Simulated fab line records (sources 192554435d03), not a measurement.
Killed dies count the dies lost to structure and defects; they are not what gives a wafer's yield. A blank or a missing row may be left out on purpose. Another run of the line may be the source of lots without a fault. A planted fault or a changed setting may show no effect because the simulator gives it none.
Split-lot study	flow n5_finfet	21 wafers read from 7 lots, route of 1938 steps

THE SPLIT ITSELF
At N5_BEOL_M6_ETCH_62 (etches SOC in N2/H2, target depth 110 nm, overetch 22 nm, time 165 s), the setting time_s was moved away from the recipe's 165 s on 7 of the 21 wafers read, by -17.6% to +17.6%. The other wafers ran this setting at the recipe's value.

The reading comes from the split's own step.

THE READING
SiARC_of_BEOL_M6_COAT_60.thk_nm (the simulator's own value, which no gauge read), in nm, at N5_BEOL_M6_ETCH_62 (etches SOC in N2/H2, target depth 110 nm, overetch 22 nm, time 165 s). The file gives no usual value for it. Here, 14 wafers ran the recipe; their average is 28.4 nm with a standard deviation of 0.17 nm.

wafer	tool, chamber at the split	time_s as run, s	against the recipe	SiARC_of_BEOL_M6_COAT_60.thk_nm, nm	against lot-mates on the recipe
L075.1	rie_diel-02, 0	165	recipe	28.4	-
L075.3	rie_diel-02, 2	165	recipe	28.6	-
L075.5	rie_diel-02, 2	165	recipe	28.6	-
L076.1	rie_diel-02, 2	165	recipe	28.4	-
L076.2	rie_diel-02, 3	165	recipe	28.2	-
L076.4	rie_diel-02, 1	165	recipe	28.6	-
L079.1	rie_diel-04, 2	165	recipe	28.4	-
L079.2	rie_diel-04, 1	165	recipe	28	-
L079.4	rie_diel-04, 3	193.2	+17.1%	27	-1.2
L084.4	rie_diel-02, 3	165	recipe	28.2	-
L084.5	rie_diel-02, 3	136	-17.6%	29.4	+1.2
L084.6	rie_diel-02, 2	136	-17.6%	29.6	+1.4
L088.1	rie_diel-04, 2,3,0	165	recipe	28.4	-
L088.2	rie_diel-04, 2,3,0	165	recipe	28.4	-
L088.4	rie_diel-04, 2,3,0	165	recipe	28.4	-
L094.1	rie_diel-04, 1	194.1	+17.6%	26.6	-1.8
L094.5	rie_diel-04, 2	194.1	+17.6%	27.2	-1.2
L094.6	rie_diel-04, 3	165	recipe	28.4	-
L096.1	rie_diel-02, 0	165	recipe	28.2	-
L096.4	rie_diel-02, 3,0	177.5	+7.6%	27.6	-0.6
L096.6	rie_diel-02, 3,0	177.5	+7.6%	27.6	-0.6
If several chambers appear in one row, that row covers several wafers at once and the file leaves open which wafer was in which chamber.

THE FIT
A straight line over all 21 wafers: SiARC_of_BEOL_M6_COAT_60.thk_nm changes by -0.0759 nm for each +1% of time_s; r = -0.96; the points scatter about the line by 0.2 nm.
The same after taking each lot's own level away (the mean of its wafers on the recipe; 21 wafers): -0.0776 nm for each +1%; r = -0.98; scatter 0.15 nm.
That fit puts the effect of the largest move of time_s on the reading at 1.4 nm.
Measured against the standard deviation above, the lots' own levels, which go from 28.20 to 28.53 nm, span 2.0 times it.
The two slopes agree, so the slope changes little with the lot-to-lot level.
Check: with one of the wafers moved furthest among these (+17.6%) left out of the fit, the line predicts -1.27 nm for it against its lot-mates. It came out at -1.8 nm against them.

OTHER SPLITS APPLIED TO THESE WAFERS
These wafers also went through other splits before the reading. Each is held against what the fit with the lots' levels taken away leaves over:
other split on the same wafers	wafers away from the commonest value	r with SiARC_of_BEOL_M6_COAT_60.thk_nm (lot level and that fit taken away)
N5_BEOL_M3_COAT_22 spin_rpm	8	-0.05
N5_BEOL_M4_DESCUM_16 time_s	7	+0.02
N5_BEOL_M4_DESCUM_33 time_s	8	-0.28
N5_BEOL_M4_ETCH_69 cf4_flow_sccm	4	-0.05
N5_BEOL_M5_COAT_74 spin_rpm	7	-0.01
N5_BEOL_M5_EXPOSE_25 dose_mj	6	-0.09

FILE'S OWN FIT
SiARC_of_BEOL_M6_COAT_60.thk_nm changes by -0.0767 nm for each +1% of time_s, r = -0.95.
